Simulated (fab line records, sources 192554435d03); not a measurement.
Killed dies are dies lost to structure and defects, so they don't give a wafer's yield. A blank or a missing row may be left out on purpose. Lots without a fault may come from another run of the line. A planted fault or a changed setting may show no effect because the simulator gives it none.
Split-lot experiment | flow n5_finfet | 7 lots, 39 wafers read, on a route of 1938 steps

THE SPLIT
At N5_SD_EPI_N_ETCH_35 (etches SOC in N2/H2, overetch 108 nm, time 486 s), the setting time_s was moved away from the recipe's 486 s on 9 of the 39 wafers read, by -8.9% to +23.4%. The other wafers ran this setting at the recipe's value.

The reading is taken at the split's own step.

THE READING
SiARC_of_SD_EPI_N_COAT_33.thk_nm (the simulator's own value, which no gauge read), in nm, at N5_SD_EPI_N_ETCH_35 (etches SOC in N2/H2, overetch 108 nm, time 486 s). The file gives no usual value for it. The 30 wafers here that ran the recipe average 19.4 nm, standard deviation 0.43 nm.

wafer  | tool, chamber at the split | time_s as run, s | against the recipe | SiARC_of_SD_EPI_N_COAT_33.thk_nm, nm | against lot-mates on the recipe
L074.1 | rie_diel-05, 1             | 486              | recipe             | 19.2                                 | -
L074.2 | rie_diel-05, 0             | 486              | recipe             | 18.8                                 | -
L074.4 | rie_diel-05, 0             | 486              | recipe             | 18.8                                 | -
L074.3 | rie_diel-05, 3             | 486              | recipe             | 19.6                                 | -
L074.6 | rie_diel-05, 3             | 486              | recipe             | 19.6                                 | -
L074.5 | rie_diel-05, 1             | 486              | recipe             | 19.4                                 | -
L081.1 | rie_diel-05, 2             | 486              | recipe             | 19.8                                 | -
L081.2 | rie_diel-05, 0             | 486              | recipe             | 18.8                                 | -
L081.3 | rie_diel-05, 1,0,1         | 486              | recipe             | 19                                   | -
L081.5 | rie_diel-05, 1,0,1         | 486              | recipe             | 19                                   | -
L081.6 | rie_diel-05, 1,0,1         | 486              | recipe             | 19                                   | -
L081.4 | rie_diel-05, 3             | 486              | recipe             | 19.4                                 | -
L085.1 | rie_diel-05, 2,3,2,3       | 486              | recipe             | 19.8                                 | -
L085.2 | rie_diel-05, 2,3,2,3       | 486              | recipe             | 19.8                                 | -
L085.5 | rie_diel-05, 2,3,2,3       | 486              | recipe             | 19.8                                 | -
L085.6 | rie_diel-05, 2,3,2,3       | 486              | recipe             | 19.8                                 | -
L085.3 | rie_diel-05, 1             | 486              | recipe             | 19.2                                 | -
L085.4 | rie_diel-05, 0             | 486              | recipe             | 19                                   | -
L089.1 | rie_diel-04, 1             | 486              | recipe             | 19.2                                 | -
L089.2 | rie_diel-04, 2             | 486              | recipe             | 20.4                                 | -
L089.3 | rie_diel-04, 3             | 486              | recipe             | 20                                   | -
L089.4 | rie_diel-04, 1             | 599.8            | +23.4%             | 15.8                                 | -4.1
L089.5 | rie_diel-04, 2             | 599.8            | +23.4%             | 17                                   | -2.9
L089.6 | rie_diel-04, 3             | 599.8            | +23.4%             | 16.6                                 | -3.3
L090.2 | rie_diel-05, 0             | 486              | recipe             | 19.2                                 | -
L090.3 | rie_diel-05, 1             | 486              | recipe             | 19.6                                 | -
L090.4 | rie_diel-05, 0             | 486              | recipe             | 19                                   | -
L094.1 | rie_diel-05, 3             | 442.7            | -8.9%              | 20.6                                 | +1.3
L094.2 | rie_diel-05, 1,0           | 486              | recipe             | 19.4                                 | -
L094.3 | rie_diel-05, 1,0           | 486              | recipe             | 19.4                                 | -
L094.4 | rie_diel-05, 2             | 442.7            | -8.9%              | 21.2                                 | +1.9
L094.5 | rie_diel-05, 2             | 442.7            | -8.9%              | 21.4                                 | +2.1
L094.6 | rie_diel-05, 3             | 486              | recipe             | 19.2                                 | -
L095.1 | rie_diel-04, 1             | 448              | -7.8%              | 20.6                                 | +0.7
L095.2 | rie_diel-04, 0             | 448              | -7.8%              | 21                                   | +1.1
L095.3 | rie_diel-04, 3             | 486              | recipe             | 20.2                                 | -
L095.5 | rie_diel-04, 3             | 486              | recipe             | 20.2                                 | -
L095.4 | rie_diel-04, 0             | 448              | -7.8%              | 21.2                                 | +1.3
L095.6 | rie_diel-04, 1             | 486              | recipe             | 19.4                                 | -
Where a row lists several chambers, the file gives one row for several wafers and doesn't say which wafer went through which chamber.

THE FIT
A straight line over all 39 wafers: SiARC_of_SD_EPI_N_COAT_33.thk_nm changes by -0.14 nm for each +1% of time_s; r = -0.91; the points scatter about the line by 0.46 nm.
The same after taking each lot's own level away (the mean of its wafers on the recipe; 39 wafers): -0.15 nm for each +1%; r = -0.95; scatter 0.38 nm.
On that fit, the largest move of time_s shifts the reading by 3.5 nm.
The lots' own levels span 19.17 to 19.93 nm, that is 1.8 times the standard deviation above.
So the lot-to-lot level changes the slope little: the two slopes agree.
Check: with one of the wafers moved furthest among these (+23.4%) left out of the fit, the line predicts -3.25 nm for it against its lot-mates. It came out at -4.07 nm against them.

OTHER SPLITS ON THESE WAFERS
These wafers also went through other splits before the reading. Each is held against what the fit with the lots' levels taken away leaves over:
other split on the same wafers  | wafers away from the commonest value | r with SiARC_of_SD_EPI_N_COAT_33.thk_nm (lot level and that fit taken away)
N5_DUMMY_GATE_EXPOSE_12 dose_mj | 12                                   | -0.11
N5_DUMMY_GATE_ETCH_32 time_s    | 15                                   | -0.23

THE FILE'S OWN FIT
SiARC_of_SD_EPI_N_COAT_33.thk_nm changes by -0.149 nm for each +1% of time_s, r = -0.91.
